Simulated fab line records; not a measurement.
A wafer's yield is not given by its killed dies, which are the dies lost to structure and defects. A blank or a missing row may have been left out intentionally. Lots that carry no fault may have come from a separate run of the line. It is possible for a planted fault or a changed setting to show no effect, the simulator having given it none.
Struck lot and sound lot, side by side    flow n5-finfet    37 steps out of a route of 1938
Sound: the wafers L607.3, L607.4, L607.6. Struck: wafer L613.2. (L613.5, L613.6 of the same lot were not struck and are left out.) The cause comes at the end.
Each step with rows lists, per side, the tool, then ch with its chambers, then its first start. Under that, the readings that differ: sound wafers    struck wafers    difference of the means    sigmas: that difference in standard deviations of wafers without a fault.
alike: same words and numbers on both sides, and readings whose means sit less than 2 such deviations apart. not compared: any withheld reading, any reading some wafer has no value for, any bound like >300 that may hide the same value, and any number with overlapping values for which the record gives no deviation.
Wherever a step has rows on one side only, a row that says differs or no value, or a row with sigmas, the two part there. Non-overlapping numbers with no deviation appear without sigmas and do not part them. Lack of a reading on every wafer of one side parts them only where that side has two or more wafers.

first, 10 steps without rows for these wafers: N5_DUMMY_GATE_ETCH_44 (etches poly-Si in HBr/O2, stops on SiO2, target depth 127.5 nm); N5_DUMMY_GATE_ETCH_42 (etches SiO2 in CHF3/O2, target depth 3.5 nm, time 31 s); N5_DUMMY_GATE_STRIP_48 (strips in N2/H2, time 20 s); N5_DUMMY_GATE_PRECLEAN_33 (cleans in dHF, time 10 s); N5_DUMMY_GATE_PRECLEAN_25 (cleans in O3/DIW, time 45 s); N5_DUMMY_GATE_PRECLEAN_51 (cleans in SC2, time 45 s); N5_DUMMY_GATE_SRD_26 (time 30 s); N5_DUMMY_GATE_UV_OZONE_45 (time 120 s); N5_SPACER0_ALD_07 (deposits SiNx, target thk 2 nm); N5_SPACER0_ALD_00 (deposits SiOCN, target thk 3.5 nm, pulse time 3 s, purge time 2 s).
N5_SPACER0_ALD_08: deposits SiNx, target thk 2 nm.
  sound on ald-sin-02 ch 0,3, day 3 14:17; struck on ald-sin-02 ch 1, day 5 00:10
reading                                   sound  struck  difference  sigmas
model.SiNx_of_SPACER0_ALD_08.thk-nm (nm)  2 2 2  3.2     +1.2        
  alike: heater-power-w
then, 18 steps without rows for these wafers: N5_SD_EPI_N_COAT_32 (time 60 s, resist thk 350 nm); N5_SD_EPI_N_COAT_33 (time 60 s, resist thk 35 nm); N5_SD_EPI_N_COAT_03 (resist thk 150 nm); N5_SD_EPI_N_EBR_05; N5_SD_EPI_N_SOFTBAKE_04 (time 60 s); N5_SD_EPI_N_EXPOSE_06 (exposes mask SD N BLK, target cd 120 nm); N5_SD_EPI_N_PEB_07 (peb time 60 s); N5_SD_EPI_N_DEVELOP_08 (develop time 30 s); N5_SD_EPI_N_DESCUM_14 (chemistry O2, time 7.9 s); N5_SD_EPI_N_ETCH_34 (etches SiARC in CF4, target depth 45.5 nm, time 75.8 s); N5_SD_EPI_N_ETCH_35 (etches SOC in N2/H2, overetch 108 nm, time 486 s); N5_SD_EPI_N_STRIP_36 (strips in N2/H2); N5_SD_EPI_N_ETCHBACK_44 (etches SiNx in CH3F/O2, stops on SiO2, target depth 14.5 nm); N5_SD_EPI_N_ETCH_45 (etches SiOCN in CH3F/O2, target depth 6 nm); N5_SD_EPI_N_ETCH_16 (etches SiO2 in CHF3/O2, target depth 5 nm); N5_SD_EPI_N_STRIP_47 (strips in CHF3/O2); N5_SD_EPI_N_SD_RECESS_17 (chemistry HBr/Cl2/O2, target depth 41 nm, time 23.7 s, bt time 3 s); N5_SD_EPI_N_STRIP_38 (strips in N2/H2).
N5_SD_EPI_N_WET_ETCH_43: etches SiO2 in dHF, time 14 s, target depth 1.5 nm.
  sound on wet-bench-06 ch 0,1,2, day 3 15:41; struck on wet-bench-03 ch 5, day 5 01:43
reading                                   sound        struck  difference  sigmas
model.SiNx_of_SPACER0_ALD_08.thk-nm (nm)  1.6 1.6 1.6  2.8     +1.2        
then, 5 steps without rows for these wafers: N5_SD_EPI_N_STRIP_18 (strips in SPM, time 750 s); N5_SD_EPI_N_SRD_20 (time 30 s); N5_SD_EPI_N_PRECLEAN_48 (cleans in NF3:NH3, afs cycles 2, time 20 s, sublimation time 60 s); N5_SD_EPI_N_VAPOR_ETCH_50 (etches Si in HCl, time 54 s); N5_SD_EPI_N_EPI_21 (deposits Si:P, time 690 s).
-- a jump in the record: the struck wafers' starts before and after are 6 days apart (it breaks off in module SD_EPI_N and resumes in module BEOL_M4, where the first step shown is number 1111 of the route) --
N5_BEOL_M4_RC_MEAS_101:
  sound on prober-02 ch 0, day 10 06:19; struck on prober-01 ch 0, day 11 02:07
reading             sound                 struck  difference  sigmas
IOFF_P_LIN (nA/um)  0.096 0.099 0.100     0.078   -0.020      -2
ION_N (uA/um)       676 681 669           646     -29         -3
ION_P (uA/um)       461 459 460           437     -23         -4
REXT_N (ohm.um)     76.3 75.4 75.7        92.1    +16.3       +9
REXT_P (ohm.um)     101.5 101.7 100.6     120.2   +18.9       +9
VT_P (mV)           -248.7 -250.5 -247.9  -256.8  -7.8        -3
VT_P_LVT (mV)       -99.2 -98.0 -98.6     -106.5  -7.9        -4
  alike: DIBL_N, DIBL_P, IOFF_N, IOFF_P, IOFF_P_85C, SS_N, SS_P, VT_N
-- record jumps: 5 days separate the struck wafers' starts on either side; left off in module BEOL_M4, taken up again in module PASSIVATION, whose first shown step is the route's number 1936 --
N5_PASSIVATION_PROBE_49:
  sound on prober-02 at day 14 23:29; struck on prober-01 at day 15 21:41
reading               sound           struck  difference  sigmas
sort_bin_8_speed (%)  0 0 0           3.90    +3.90       
sort-n-pass           1106 1095 1094  1038    -60         -4
sort-yield-pct (%)    93.7 92.8 92.7  88.0    -5.1        -4
  alike: defect-limited-yield, killed_at_M0_to_M3, killed_at_M4_up, killed-at-contacts, killed-at-front-end, killed-at-other, killed-dies, killed-open, killed-short, sort_bin_5_function, sort_bin_6_memory

WHERE THEY PART
Last at N5_PASSIVATION_PROBE_49 as far as this record goes, first at N5_BEOL_M4_RC_MEAS_101.

WHY: what the simulator had put in
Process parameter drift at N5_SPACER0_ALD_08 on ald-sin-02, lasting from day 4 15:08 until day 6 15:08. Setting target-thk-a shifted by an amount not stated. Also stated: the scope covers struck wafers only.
